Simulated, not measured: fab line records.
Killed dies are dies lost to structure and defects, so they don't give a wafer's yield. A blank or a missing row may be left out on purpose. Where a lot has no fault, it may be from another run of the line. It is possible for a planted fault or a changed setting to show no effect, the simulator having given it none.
A struck lot beside a sound one | flow nand harc | 14 out of 1302 route steps
Sound: the wafers L372.1, L372.3, L372.6. Wafers L385.3, L385.4, L385.5 were the ones struck. The cause comes at the end.
At each step with rows: each side's tool, then ch and its chambers, then its first start. Under that, the readings that differ: sound wafers | struck wafers | difference of the means | sigmas: that difference in standard deviations of wafers without a fault.
alike: words and numbers the same on both sides, and readings whose means are apart by under 2 such deviations; not compared: readings that were withheld, readings missing a value for some wafer, numbers with overlapping values and no deviation given by the record, and bounds like >300 which may hide the same value.
The two part at a step that has a row with sigmas, a row that says differs or no value, or rows on one side only. Numbers that don't overlap but have no deviation are shown without sigmas and don't part them. A reading missing from all wafers of one side parts the sides only when that side holds two or more wafers.

NHARC_P_CONTACT_CMP_01: polishes SiO2, target thk 200 nm.
  sound on cmp-03 ch 0,1,3, day 7 01:02; struck on cmp-03 ch 0,1, day 12 01:25
  alike: motor current A
then, 10 steps without rows for these wafers: NHARC_P_CONTACT_SRD_03; NHARC_P_CONTACT_DEHYDRATE_04 (time 120 s); NHARC_P_CONTACT_HMDS_05 (time 30 s); NHARC_P_CONTACT_COAT_33 (time 75 s); NHARC_P_CONTACT_COAT_34 (time 65 s); NHARC_P_CONTACT_COAT_06 (resist thk 90 nm); NHARC_P_CONTACT_SOFTBAKE_07 (time 55 s); NHARC_P_CONTACT_EBR_08; NHARC_P_CONTACT_EXPOSE_09 (exposes mask P CA, target cd 90 nm); NHARC_P_CONTACT_PEB_10 (peb time 65 s).
NHARC_P_CONTACT_DEVELOP_11: develop time 35 s.
  sound on litho track-04 ch 0, day 7 01:00; struck on litho track-04 ch 0, day 12 02:00
  reading              | sound             | struck            | difference | sigmas
  developer temp C (C) | 22.85 22.94 22.95 | 24.01 24.03 24.02 | +1.11      | +9
NHARC_P_CONTACT_CD_MEAS_12: the cd target is 90 nm.
  sound on cd sem-03 ch 0, day 7 01:49; struck on cd sem-03 ch 0, day 12 02:14
  alike: cd nm
-- break in the record here, with 19 days between the starts of the struck wafers on either side (left off in module P_CONTACT, picked up again in module END, where the first step shown is number 1302 on the route) --
NHARC_END_SORT_01:
  only the struck wafers appear in the record here, on prober-01 ch 0 at day 30 17:19; the sound ones have no rows

## WHERE THEY PART
First at NHARC_P_CONTACT_DEVELOP_11; last, within this record, at NHARC_END_SORT_01.

WHY: the cause the simulator had injected
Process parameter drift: litho track-04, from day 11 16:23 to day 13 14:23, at NHARC_P_CONTACT_DEVELOP_11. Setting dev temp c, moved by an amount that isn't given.
